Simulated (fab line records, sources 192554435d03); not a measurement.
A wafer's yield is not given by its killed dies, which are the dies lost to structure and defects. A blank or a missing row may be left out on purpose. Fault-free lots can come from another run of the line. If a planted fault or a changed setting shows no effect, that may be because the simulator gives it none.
Chamber matching -- flow n5Finfet -- N5_BEOL_M9_ETCH_62 on rieDiel-05 has 4 sister chambers
The step etches SOC in N2/H2, target depth 110 nm, overetch 22 nm, time 165 s. 18 wafers are shown with their chamber, then 9 later ones without.

== WAFERS, EACH WITH ITS CHAMBER ==
wafer,chamber,drypumpMotorCurrentA (A),showerheadPlenumPTorr (Torr),throttleValvePct (%)
L074.2,0,5.6,2.35,17.76
L074.3,1,6.1,2.70,17.60
L074.4,2,6.8,2.67,17.47
L076.2,2,6.8,2.67,17.46
L076.5,2,6.7,2.67,17.46
L076.6,3,5.8,2.61,17.41
L079.3,0,5.6,2.34,17.81
L079.5,1,6.1,2.69,17.61
L079.6,0,5.6,2.34,17.77
L082.1,0,5.6,2.34,17.80
L082.2,3,5.8,2.60,17.45
L082.4,1,6.1,2.69,17.64
L086.1,2,6.8,2.66,17.51
L086.2,0,5.6,2.34,17.80
L086.4,3,5.8,2.60,17.48
L091.1,2,6.7,2.66,17.51
L091.3,1,6.1,2.69,17.66
L091.4,2,6.8,2.66,17.50

SIGNATURES (means of the wafers above)
reading,chamber 0,chamber 1,chamber 2,chamber 3,scatter within a chamber
drypumpMotorCurrentA,5.600,6.100,6.767,5.800,0.0309
showerheadPlenumPTorr,2.3420,2.6925,2.6650,2.6033,0.00515
throttleValvePct,17.7880,17.6275,17.4850,17.4467,0.0261
Rule: distance of a wafer from a chamber = root of the sum over the readings of ((wafer's reading minus chamber's mean) / reading's scatter) squared. The wafer belongs to the nearest chamber; if the next one is less than 2 further off, it can't be placed. The scatter: take each reading less its chamber's mean, square it, sum over the shown wafers, divide by the number of wafers less the number of chambers, and take the root.

== WAFERS MISSING THEIR CHAMBER ==
wafer,drypumpMotorCurrentA (A),showerheadPlenumPTorr (Torr),throttleValvePct (%)
L092.2,6.1,2.68,17.66
L092.4,5.8,2.59,17.49
L092.6,5.8,2.59,17.49
L094.2,5.6,2.33,17.81
L094.3,6.8,2.66,17.51
L094.5,5.7,2.59,17.48
L095.1,5.6,2.33,17.82
L095.2,6.7,2.65,17.50
L095.4,6.8,2.65,17.53

== CHAMBER TAKEN BY EACH ==
wafer,from the rows above,in truth
L092.2,1,1
L092.4,3,3
L092.6,3,3
L094.2,0,0
L094.3,2,2
L094.5,3,3
L095.1,0,0
L095.2,2,2
L095.4,2,2
Correct placement for 9 of the 9. Can't be placed from these rows: 0. Number placed wrongly: 0.
